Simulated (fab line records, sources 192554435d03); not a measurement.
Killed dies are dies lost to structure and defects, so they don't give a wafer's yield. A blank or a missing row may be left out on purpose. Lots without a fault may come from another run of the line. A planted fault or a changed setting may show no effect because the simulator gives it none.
Chamber matching | flow n5_finfet | N5_BEOL_M1_STRIP_66 on rie_diel-06: 4 sister chambers
The step strips in CF4. 20 wafers are shown with their chamber, then 10 later ones without.

WAFERS WITH THEIR CHAMBER
wafer  | chamber | showerhead_plenum_p_Torr (Torr) | drypump_motor_current_A (A) | throttle_valve_pct (%)
L078.2 | 0       | 1.80                            | 5.8                         | 13.70
L078.4 | 3       | 1.82                            | 6.0                         | 13.86
L078.5 | 2       | 1.80                            | 5.5                         | 13.61
L080.2 | 1       | 1.89                            | 5.5                         | 13.25
L080.4 | 2       | 1.80                            | 5.5                         | 13.63
L080.5 | 0       | 1.80                            | 5.8                         | 13.71
L082.3 | 1       | 1.89                            | 5.6                         | 13.26
L082.4 | 1       | 1.89                            | 5.5                         | 13.26
L082.6 | 2       | 1.79                            | 5.5                         | 13.64
L081.3 | 1       | 1.88                            | 5.5                         | 13.27
L081.5 | 0       | 1.80                            | 5.8                         | 13.73
L081.6 | 2       | 1.79                            | 5.6                         | 13.62
L083.2 | 0       | 1.80                            | 5.8                         | 13.73
L083.3 | 2       | 1.79                            | 5.5                         | 13.63
L083.6 | 2       | 1.79                            | 5.5                         | 13.62
L087.1 | 1       | 1.88                            | 5.5                         | 13.31
L087.2 | 2       | 1.79                            | 5.6                         | 13.66
L087.6 | 2       | 1.79                            | 5.5                         | 13.67
L090.3 | 1       | 1.88                            | 5.6                         | 13.33
L090.4 | 3       | 1.82                            | 6.0                         | 13.31

SIGNATURES (means of the wafers above)
reading                  | chamber 0 | chamber 1 | chamber 2 | chamber 3 | scatter within a chamber
showerhead_plenum_p_Torr | 1.8000    | 1.8850    | 1.7925    | 1.8200    | 0.00433
drypump_motor_current_A  | 5.800     | 5.533     | 5.525     | 6.000     | 0.0421
throttle_valve_pct       | 13.7175   | 13.2800   | 13.6350   | 13.5850   | 0.1
Rule: a wafer's distance from a chamber is the root of the sum, over the readings, of the square of ((its reading less the chamber's mean) divided by the reading's scatter). The wafer belongs to the nearest chamber; if the next one is less than 2 further off, it can't be placed. The scatter: the root of (the sum of the squares of (reading less its chamber's mean) over the shown wafers, divided by (wafers less chambers)).

WAFERS WITHOUT THEIR CHAMBER
wafer  | showerhead_plenum_p_Torr (Torr) | drypump_motor_current_A (A) | throttle_valve_pct (%)
L090.6 | 1.88                            | 5.6                         | 13.31
L093.2 | 1.79                            | 5.5                         | 13.69
L093.3 | 1.82                            | 6.0                         | 13.35
L093.6 | 1.82                            | 6.0                         | 13.32
L094.2 | 1.88                            | 5.5                         | 13.33
L094.3 | 1.79                            | 5.8                         | 13.77
L094.4 | 1.79                            | 5.5                         | 13.68
L096.1 | 1.79                            | 5.8                         | 13.78
L096.2 | 1.79                            | 5.5                         | 13.70
L096.5 | 1.79                            | 5.8                         | 13.78

WHICH CHAMBER EACH WENT THROUGH
wafer  | from the rows above | in truth
L090.6 | 1                   | 1
L093.2 | 2                   | 2
L093.3 | 3                   | 3
L093.6 | 3                   | 3
L094.2 | 1                   | 1
L094.3 | 0                   | 0
L094.4 | 2                   | 2
L096.1 | 0                   | 0
L096.2 | 2                   | 2
L096.5 | 0                   | 0
Placed correctly: 10 of 10. Can't be placed from these rows: 0. Placed wrongly: 0.
